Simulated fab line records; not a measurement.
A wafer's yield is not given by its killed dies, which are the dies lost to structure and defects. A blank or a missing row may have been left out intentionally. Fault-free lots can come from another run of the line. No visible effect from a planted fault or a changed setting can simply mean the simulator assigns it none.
fab line records	flow n5Finfet
record lots=6	wafers=18	lastDay=19
route steps=1938 shown BEOL_M1@804 BEOL_M2@841 PASSIVATION@1936
lots that met no fault: from a run of the same line without faults
startH: the number of hours between the record's first day and the start of the first shown wafer of the lot	waitH: hours from the lot's prior step to this one	" identical to the entry in the row above	L1.1+2: a row that stands for several wafers	- either no value or no given start	* or withheld: withheld	< > ~ a bound
route shown NAME@n: NAME is a module with steps in the file, n the number in the route of the first one	usual: the fault-free wafers' mean and standard deviation	same: alike in all rows	chamber/n: place in a boat	sites: per-site readings	_std_site: their standard deviation	_edge_site: inner sites' mean taken away from outer sites' mean	radiusMm: for every site, how far away it sits from the centre of the wafer	mask NAME#n: copy n	behind: tool/chamber where the wafer was last shaped	hold: why the lot was held/for how many hours/how that ended	device: the transistor (n, p or np) that didn't switch	end of line: the tests these same wafers got at the end of their route	a step without rows: its recipe alone	killed: not the wafer's yield, but the dies lost to structure and defects at the first sort	map: a wafer's dies, x killed, . not, _ none there
set.NAME: the setting as run; set.NAME@STEP: as run at that earlier step	model.NAME: the simulator's own value behind a step, which no gauge read
certain route steps with their lots: each step a table, each wafer a row
services: from which hour (startH, from the record's first day; less than 0 if before it) a tool's chamber was out of use, for how many hours, and why
## steps
# step N5_BEOL_M1_HM_STRIP_39
# recipe chemistry=peroxideTinStrip	material=TiN	targetDepthA=250	tempC=50	timeS=158
# step N5_BEOL_M1_SRD_40
# recipe timeS=30	tempC=23	rinseLiquid=diw	dry=ipaMarangoni
# step N5_BEOL_M1_PRECLEAN_42
# recipe chemistry=residueRemover	timeS=60	tempC=40
# step N5_BEOL_M1_SRD_43
# recipe timeS=30	tempC=23	rinseLiquid=diw	dry=ipaMarangoni
# step N5_BEOL_M1_CD_MEAS_35
# recipe targetCdNm=18	targetCdYNm=21	polarity=opening
# usual cdNm=17.95/0.29
lot.wafer	tool	chamber	startH	waitH	cdNm
L789.1	cdSem-01	-	142.94	0.0	18.35
L789.2	"	-	"	"	17.81
L789.3	"	-	"	"	17.99
L791.1	cdSem-03	-	165.74	0.0	18.36
L791.2	"	-	"	"	17.97
L791.4	"	-	"	"	18.40
L796.2	cdSem-01	-	197.43	0.0	18.05
L796.5	"	-	"	"	18.19
L796.6	"	-	"	"	18.43
L797.3	cdSem-02	-	202.11	0.0	17.84
L797.4	"	-	"	"	17.92
L797.6	"	-	"	"	17.97
L802.1	cdSem-01	-	244.75	0.0	18.14
L802.3	"	-	"	"	17.85
L802.5	"	-	"	"	18.32
L804.1	cdSem-01	-	247.49	0.0	17.99
L804.2	"	-	"	"	18.17
L804.6	"	-	"	"	17.93
# step N5_BEOL_M1_DEGAS_44
# recipe ambient=vacuum	tempC=250	timeS=60
# step N5_BEOL_M1_PRE_CLEAN_45
# recipe gas=H2/He	timeS=30	tempC=250
# step N5_BEOL_M1_ALD_84
# recipe material=TaN	targetThkA=*	tempC=275	aldPrecursorFamily=PDMAT	aldCoReactant=NH3	pressureTorr=3	carrierFlowSccm=1500	pulseTimeS=2	purgeTimeS=3	coReactantPurgeTimeS=2	coReactantPulseTimeS=3	aldCycles=30	precursorVesselTempC=75	precursorVesselPressureTorr=26.25	precursorVesselCarrierSccm=1000
# step N5_BEOL_M1_SURFACE_TREAT_85
# recipe gas=Ar	timeS=*	ionEnergyEv=*	ionCurrentMaCm2=0.5	pressureMtorr=*	arFlowSccm=30
# usual throttleValvePct=*
lot.wafer	tool	chamber	startH	waitH	throttleValvePct
L789.1	pvdSputter-03	-	144.05	0.3	*
L789.2	"	-	"	"	*
L789.3	"	-	"	"	*
L791.1	pvdSputter-01	-	166.41	0.1	*
L791.2	"	-	"	"	*
L791.4	"	-	"	"	*
L796.2	pvdSputter-01	-	198.34	0.2	*
L796.5	"	-	"	"	*
L796.6	"	-	"	"	*
L797.3	pvdSputter-03	-	202.50	0.1	*
L797.4	"	-	"	"	*
L797.6	"	-	"	"	*
L802.1	pvdSputter-03	-	245.26	0.2	*
L802.3	"	-	"	"	*
L802.5	"	-	"	"	*
L804.1	pvdSputter-01	-	248.29	0.2	*
L804.2	"	-	"	"	*
L804.6	"	-	"	"	*
# step N5_BEOL_M1_CVD_47
# recipe material=Co	targetThkA=30	tempC=withheld	precursor=CCTBA/H2	pressureTorr=30	timeS=223.8
# step N5_BEOL_M1_SPUTTER_48
# recipe material=Cu	targetThkA=45	tempC=-20	chamberPressurePa=0.07	powerW=withheld	timeS=8.29
# step N5_BEOL_M1_ANNEAL_49
# recipe tempC=400	timeS=240	ambient=vacuum
# step N5_BEOL_M1_SPUTTER_79
# recipe material=Cu	targetThkA=45	tempC=-20	chamberPressurePa=0.07	powerW=withheld	timeS=8.29
# usual chuckGasFlowSccm=1.27/0.052	susceptorTempC=-20.00/0.12	throttleValvePct=30.3/1.5
lot.wafer	tool	chamber	startH	waitH	chuckGasFlowSccm	susceptorTempC	throttleValvePct
L789.1	pvdSputter-01	-	144.49	0.1	1.31	-19.83	29.7
L789.2	"	-	"	"	1.26	-20.11	27.9
L789.3	"	-	"	"	1.22	-19.90	29.2
L791.1	pvdSputter-02	-	166.85	0.1	1.26	-19.85	32.5
L791.2	"	-	"	"	1.29	-19.84	29.8
L791.4	"	-	"	"	1.23	-19.93	29.4
L796.2	pvdSputter-01	-	198.78	0.1	1.29	-19.85	32.9
L796.5	"	-	"	"	1.20	-19.71	29.7
L796.6	"	-	"	"	1.31	-20.04	32.8
L797.3	pvdSputter-03	-	203.22	0.1	1.19	-20.11	29.9
L797.4	"	-	"	"	1.21	-19.83	32.5
L797.6	"	-	"	"	1.23	-20.13	30.0
L802.1	pvdSputter-02	-	246.94	0.1	1.28	-19.98	29.3
L802.3	"	-	"	"	1.31	-19.98	32.3
L802.5	"	-	"	"	1.34	-20.15	29.2
L804.1	pvdSputter-02	-	248.78	0.1	1.27	-20.13	32.5
L804.2	"	-	"	"	1.29	-19.96	29.3
L804.6	"	-	"	"	1.26	-19.82	29.2
# step N5_BEOL_M1_ANNEAL_80
# recipe tempC=400	timeS=240	ambient=vacuum
# step N5_BEOL_M1_SPUTTER_81
# recipe material=Cu	targetThkA=45	tempC=-20	chamberPressurePa=0.07	powerW=withheld	timeS=8.29
# step N5_BEOL_M1_ANNEAL_82
# recipe tempC=400	timeS=240	ambient=vacuum
# step N5_BEOL_M1_SPUTTER_86
# recipe material=Cu	targetThkA=45	tempC=-20	chamberPressurePa=0.07	powerW=withheld	timeS=8.29
# step N5_BEOL_M1_ANNEAL_87
# recipe tempC=400	timeS=240	ambient=vacuum
# step N5_BEOL_M1_SPUTTER_88
# recipe material=Cu	targetThkA=45	tempC=-20	chamberPressurePa=0.07	powerW=withheld	timeS=8.29
# step N5_BEOL_M1_ANNEAL_89
# recipe tempC=400	timeS=240	ambient=vacuum
# usual heaterPowerW=783/97	susceptorTempC=400.02/0.23
lot.wafer	tool	chamber	startH	waitH	heaterPowerW	susceptorTempC
L789.1	pvdSputter-01	-	145.23	0.0	795	400.05
L789.2	"	-	"	"	758	400.27
L789.3	"	-	"	"	706	400.23
L791.1	pvdSputter-02	-	167.59	0.0	712	399.79
L791.2	"	-	"	"	808	400.14
L791.4	"	-	"	"	760	400.01
L796.2	pvdSputter-01	-	199.52	0.0	880	400.23
L796.5	"	-	"	"	774	399.95
L796.6	"	-	"	"	886	399.93
L797.3	pvdSputter-03	-	203.96	0.0	788	400.18
L797.4	"	-	"	"	992	400.02
L797.6	"	-	"	"	782	400.04
L802.1	pvdSputter-02	-	247.68	0.0	795	399.81
L802.3	"	-	"	"	706	399.86
L802.5	"	-	"	"	878	400.21
L804.1	pvdSputter-02	-	249.52	0.0	713	399.53
L804.2	"	-	"	"	888	400.16
L804.6	"	-	"	"	750	399.93
# step N5_BEOL_M1_SPUTTER_90
# recipe material=Cu	targetThkA=45	tempC=-20	chamberPressurePa=0.07	powerW=withheld	timeS=8.29
# step N5_BEOL_M1_ANNEAL_91
# recipe tempC=400	timeS=240	ambient=vacuum
# step N5_BEOL_M1_SPUTTER_92
# recipe material=Cu	targetThkA=45	tempC=-20	chamberPressurePa=0.07	powerW=withheld	timeS=8.29
# step N5_BEOL_M1_ANNEAL_93
# recipe tempC=400	timeS=240	ambient=vacuum
# step N5_BEOL_M1_SPUTTER_94
# recipe material=Cu	targetThkA=45	tempC=-20	chamberPressurePa=0.07	powerW=withheld	timeS=8.29
# usual chuckGasFlowSccm=1.26/0.059	susceptorTempC=-19.98/0.1	throttleValvePct=30.3/1.5
lot.wafer	tool	chamber	startH	waitH	chuckGasFlowSccm	susceptorTempC	throttleValvePct
L789.1	pvdSputter-01	-	145.81	0.1	1.22	-19.95	29.9
L789.2	"	-	"	"	1.20	-19.94	28.1
L789.3	"	-	"	"	1.19	-19.96	29.3
L791.1	pvdSputter-02	-	168.17	0.1	1.21	-19.97	32.4
L791.2	"	-	"	"	1.29	-20.00	29.4
L791.4	"	-	"	"	1.22	-19.86	29.3
L796.2	pvdSputter-01	-	200.10	0.1	1.28	-20.06	32.9
L796.5	"	-	"	"	1.27	-19.98	30.0
L796.6	"	-	"	"	1.30	-19.99	32.9
L797.3	pvdSputter-03	-	204.54	0.1	1.19	-19.86	30.0
L797.4	"	-	"	"	1.18	-20.00	32.2
L797.6	"	-	"	"	1.18	-19.98	30.1
L802.1	pvdSputter-02	-	248.26	0.1	1.25	-19.94	29.4
L802.3	"	-	"	"	1.29	-20.01	32.4
L802.5	"	-	"	"	1.21	-20.05	29.3
L804.1	pvdSputter-02	-	250.10	0.1	1.33	-20.06	32.4
L804.2	"	-	"	"	1.21	-19.90	29.4
L804.6	"	-	"	"	1.33	-19.82	29.4
# step N5_BEOL_M1_ANNEAL_95
# recipe tempC=400	timeS=240	ambient=vacuum
# usual heaterPowerW=781/94	susceptorTempC=399.99/0.22
lot.wafer	tool	chamber	startH	waitH	heaterPowerW	susceptorTempC
L789.1	pvdSputter-01	-	145.89	0.0	782	400.03
L789.2	"	-	"	"	730	399.97
L789.3	"	-	"	"	739	399.97
L791.1	pvdSputter-02	-	168.25	0.0	718	399.93
L791.2	"	-	"	"	806	399.89
L791.4	"	-	"	"	758	400.09
L796.2	pvdSputter-01	-	200.18	0.0	888	399.84
L796.5	"	-	"	"	753	399.92
L796.6	"	-	"	"	877	399.77
L797.3	pvdSputter-03	-	204.62	0.0	782	399.90
L797.4	"	-	"	"	1005	399.88
L797.6	"	-	"	"	774	399.74
L802.1	pvdSputter-02	-	248.34	0.0	789	399.70
L802.3	"	-	"	"	706	400.08
L802.5	"	-	"	"	878	399.90
L804.1	pvdSputter-02	-	250.18	0.0	726	399.88
L804.2	"	-	"	"	872	400.49
L804.6	"	-	"	"	752	400.39
# step N5_BEOL_M1_SPUTTER_96
# recipe material=Cu	targetThkA=45	tempC=-20	chamberPressurePa=0.07	powerW=withheld	timeS=8.29
# step N5_BEOL_M1_ECD_50
# recipe material=Cu	targetThkA=3000
# step N5_BEOL_M1_ANNEAL_51
# recipe tempC=225	timeS=90	ambient=N2
# step N5_BEOL_M1_CMP_52
# recipe stopOn=SiOC	tOverpolishS=6.8	downForcePsi=1	platenRpm=50	clearingPlatenDownForcePsi=1.5	clearingPlatenRpm=50	postCmpClean=cuAlkaline	targetThkNm=40	clearingPlatenPadVelocityMS=0.99484	padVelocityMS=0.99484
# step N5_BEOL_M1_PRE_CLEAN_60
# recipe gas=NH3/H2	timeS=15	tempC=*	rfPowerW=300
# step N5_BEOL_M1_CO_CAP_55
# recipe material=Co	targetThkA=20	tempC=200	precursor=CCTBA/H2	pressureTorr=30	timeS=102.1
# step N5_BEOL_M1_PRE_CLEAN_56
# recipe gas=NH3	timeS=15	tempC=withheld	rfPowerW=300
# step N5_BEOL_M1_DEP_57
# recipe material=SiCN	targetThkA=80	tempC=withheld	precursor=3MS/NH3	pressureTorr=3	rfW=202	timeS=14
# usual showerheadPlenumPTorr=3.669/0.012	throttleValvePct=9.0/0.59
lot.wafer	tool	chamber	startH	waitH	showerheadPlenumPTorr	throttleValvePct
L789.1	pecvd-02	0	147.01	0.0	3.668	9.9
L789.2	"	1	"	"	3.669	9.5
L789.3	"	2	"	"	3.675	8.3
L791.1	pecvd-04	0	169.38	0.0	3.663	9.6
L791.2	"	1	"	"	3.693	8.5
L791.4	"	2	"	"	3.678	9.4
L796.2	pecvd-01	2	201.31	0.0	3.676	8.2
L796.5	"	1	"	"	3.662	9.0
L796.6	"	2	"	"	3.664	8.5
L797.3	pecvd-01	2	205.74	0.0	3.665	8.3
L797.4	"	1	"	"	3.672	9.4
L797.6	"	0	"	"	3.649	8.6
L802.1	pecvd-01	0	249.46	0.0	3.647	8.8
L802.3	"	2	"	"	3.672	8.1
L802.5	"	2	"	"	3.676	8.2
L804.1	pecvd-01	0	251.32	0.0	3.645	8.5
L804.2	"	1	"	"	3.668	9.0
L804.6	"	0	"	"	3.644	8.8
# step N5_BEOL_M1_RS_MEAS_58
# recipe thkMeasGauge=four-point-probe	reads=Co_of_BEOL_M1_CO_CAP_55+Cu_of_BEOL_M1_ECD_50+Co_of_BEOL_M1_CVD_47+TaN_of_BEOL_M1_ALD_84
# usual M1_RS=0.667/0.03
lot.wafer	tool	chamber	startH	waitH	M1_RS[ohm/sq]
L789.1	filmMetro-02	-	147.08	0.0	0.691
L789.2	"	-	"	"	0.717
L789.3	"	-	"	"	0.683
L791.1	filmMetro-01	-	169.45	0.0	0.653
L791.2	"	-	"	"	0.628
L791.4	"	-	"	"	0.640
L796.2	filmMetro-02	-	201.37	0.1	0.762
L796.5	"	-	"	"	0.707
L796.6	"	-	"	"	0.673
L797.3	filmMetro-02	-	205.81	0.1	0.671
L797.4	"	-	"	"	0.666
L797.6	"	-	"	"	0.673
L802.1	filmMetro-01	-	249.53	0.0	0.706
L802.3	"	-	"	"	0.714
L802.5	"	-	"	"	0.670
L804.1	filmMetro-02	-	251.40	0.1	0.696
L804.2	"	-	"	"	0.713
L804.6	"	-	"	"	0.656
# step N5_BEOL_M2_ILD_DEP_00
# recipe material=SiOC	targetThkA=790	tempC=350	precursor=DEMS/O2	pressureTorr=5	rfW=500	timeS=15.3
# step N5_BEOL_M2_THK_MEAS_01
# recipe reads=SiOC_of_BEOL_M2_ILD_DEP_00
# usual M2_ILD_THK=79.2/0.91
lot.wafer	tool	chamber	startH	waitH	M2_ILD_THK[nm]
L789.1	filmMetro-01	-	147.21	0.0	78.5
L789.2	"	-	"	"	77.6
L789.3	"	-	"	"	78.5
L791.1	filmMetro-01	-	169.58	0.0	79.2
L791.2	"	-	"	"	79.3
L791.4	"	-	"	"	80.1
L796.2	filmMetro-02	-	201.50	0.1	78.3
L796.5	"	-	"	"	79.3
L796.6	"	-	"	"	80.0
L797.3	filmMetro-01	-	205.94	0.1	79.0
L797.4	"	-	"	"	79.5
L797.6	"	-	"	"	79.5
L802.1	filmMetro-01	-	249.66	0.0	77.6
L802.3	"	-	"	"	78.0
L802.5	"	-	"	"	79.4
L804.1	filmMetro-02	-	251.53	0.0	78.9
L804.2	"	-	"	"	79.3
L804.6	"	-	"	"	80.0
# step N5_BEOL_M2_PECVD_72
# recipe material=SiO2	targetThkA=160	tempC=400	precursor=TEOS/O2	pressureTorr=5.5	rfW=450	teosFlowSccm=53.8	gas=O2	flowSccm=3000	timeS=18
# step N5_BEOL_M2_HM_DEP_02
# recipe material=TiN	targetThkA=200	tempC=25	chamberPressurePa=0.49996
# step N5_BEOL_M2_COAT_61
# recipe resist=SOC	tempC=250	timeS=60	spinRpm=1500	resistThkNm=60
# step N5_PASSIVATION_PROBE_49
# usual defectLimitedYield=90.9/1.3	killed_at_M0_to_M3=36/11	killed_at_M4_up=13/5.1	killedAtContacts=14/4.9	killedAtFrontEnd=41/10	killedAtOther=3.4/2.6	killedDies=107/16	killedOpen=70/11	killedShort=36/7.8	sort_bin_5_function=5.4/0.84	sort_bin_6_memory=3.4/0.67	sortNPass=1073/16	sortYieldPct=90.9/1.3
# same grossDies=1180	killedAtBackSide=0	sort_bin_4_leakage[%]=0	sort_bin_8_speed[%]=0
lot.wafer	tool	chamber	startH	waitH	defectLimitedYield[%]	killed_at_M0_to_M3	killed_at_M4_up	killedAtContacts	killedAtFrontEnd	killedAtOther	killedDies	killedOpen	killedShort	sort_bin_5_function[%]	sort_bin_6_memory[%]	sortNPass	sortYieldPct[%]
L802.3	prober-01	-	451.26	0.1	79.1	167	15	8	47	10	247	67	28	12.5	4.3	933	79.1
L804.1	prober-01	-	462.36	0.0	78.2	195	8	10	43	1	257	58	40	13.7	4.7	923	78.2
# killed by level:class
L802.3 BEOL_M1:unspecified=152 FIN_SAQP:geometricParticle:open=18 STI_FIN_REVEAL:geometricParticle:open=10 BEOL_M4:geometricParticle:open=9 FIN_SAQP:geometricParticle:short=8 MOL_CONTACT_COAG:geometricParticle:open=6 BEOL_M0_SAQP:geometricParticle:open=5 PAD_METAL:geometricParticle:short=4
L804.1 BEOL_M1:unspecified=158 FIN_SAQP:geometricParticle:short=17 STI_FIN_REVEAL:geometricParticle:open=8 MOL_CONTACT_COAG:geometricParticle:open=8 BEOL_M3:geometricParticle:open=7 BEOL_M2:geometricParticle:open=7 FIN_SAQP:geometricParticle:open=6 BEOL_M0_SAQP:geometricParticle:open=6
# map L802.3 (x killed, . not)
_________________.....x......________________
______________.........x...x...x_____________
___________..................x...x.__________
__________x................x....x..._________
________..........x............x......_______
_______............x............x......______
______x...xx..............xxx.x........._____
_____......x............x........x.......____
____.....x....x......................x....___
___....x..............x....xx....x.........__
___.x.......................x.x.......x....__
__.....x....x...x......x...................x_
__..........x..x......x.x......x............_
_..............x.x.xx.x..................x...
_.........x.x..xxxxxxx.x.x.......x...x..x....
_...x.x...x.xxxxxxxxxxx.....................x
_..xx..x...xxxxxxxxxxxx.x....................
_.....x..x.xxxxxxxxxxxxxx...............x....
_......x.xxxxxxxxxxxxxxxx.x..x.x........x..x.
_...x...xxxxxxxxxxxxxxxxx...................x
_.......x.xxxxxxxxxxxxxx.xxx.........x.......
__......x..xxxxxxxxxxxxx......x..x.........._
__..x....xxxxxxxxxxxxxxx.......x............_
___........xxxxxxxxx.xxx..............x....__
___........x...xx.xxx......................__
____......x.....x.x.............x.........___
_____........x...x....x.........x.......x____
______..x......................x.......x_____
_______.......x..............x.........______
________..........x..................x_______
__________........x.x....x.........._________
___________......x.................__________
______________.................x_____________
_________________x...........________________
# map L804.1 (x killed, . not)
_________________...x....x...________________
______________.................._____________
___________...............xx.x.....__________
__________.............x.......x...._________
________.....................x........_______
_______...........................x....______
______..x................x....x........._____
_____.........x......x.x.................____
____x...........................x.........___
___...xx...x.x..xx.........................__
___...x.....x.....................x..x.....__
__...........xx...x........................._
__...........xx.x..............x............_
_.........xx.x.xxx.x......x...............x..
_x..x......xx.xxxxx.xxx.......x.......x..x...
_x.x.....xxxxxxxxxxxxxx.x.........x...x......
_...x....xxxxxxxxxxxxxxxx.............xx.....
_......x.xxxxxxxxxxxxxx.xx..xx.x.............
_..x...x..xxxxxxxxxxxxxxxx...x.x.............
_........xxxxxxxxxxxxxxx......x.......x......
_x.x......xxxxxxxxxxxxx..x..................x
__..xx....xxxxxxxxxxxxx.................x.x._
__......x..xxxxxxxxxxxxx...........x........_
___.x.....xxxxxxxxxxxxx.x....x..x..........__
___.x........xxx.xxx..x......x...x.......x.__
____.......x...xx...xx..x..x.x..........x.___
_____.....xx.x..xx......................x____
______.....x..........................x._____
_______..x....................x........______
________......x..xx..........x........_______
__________.x.x......................_________
___________.................x......__________
______________.................._____________
_________________.....x......________________
## services
tool	chamber	startH	hours	kind
pecvd-01	-	142.23	2.8	pm
pecvd-01	2	169.08	7.5	repair
pecvd-01	-	177.85	1.3	repair
pecvd-01	-	181.87	0.8	repair
pecvd-04	2	202.38	-	clean
pecvd-04	2	202.38	-	consumableReplace:showerhead
pecvd-04	2	202.38	29.0	scheduledDown
pecvd-04	2	202.38	29.0	ventCycle
pecvd-04	0	212.20	5.5	scheduledDown
pecvd-01	0	216.34	2.1	scheduledDown
pecvd-04	1	224.13	2.1	scheduledDown
pecvd-01	2	250.90	5.5	scheduledDown
## key
firstSign step=N5_PASSIVATION_PROBE_49	reading=killed_at_M0_to_M3	direction=up	sigmas=13	usual=36	struck=181
effect step=N5_PASSIVATION_PROBE_49	reading=defectLimitedYield	direction=down	sigmas=9.1	usual=90.9	struck=78.6
moreKillsBornAt N5_BEOL_M1_SPUTTER_79@pvdSputter-02=310
metAt N5_BEOL_M1_SPUTTER_79
struckWafers L802.3,L804.1
onsetBetween 166.85 246.94
fault kind=chamberParticleSource	tool=pvdSputter-02	chamber=-	onsetH=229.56	steps=N5_BEOL_M1_SPUTTER_79	ratePerVisitCm2=1.5978	endH=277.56	scope=struckWafersOnly
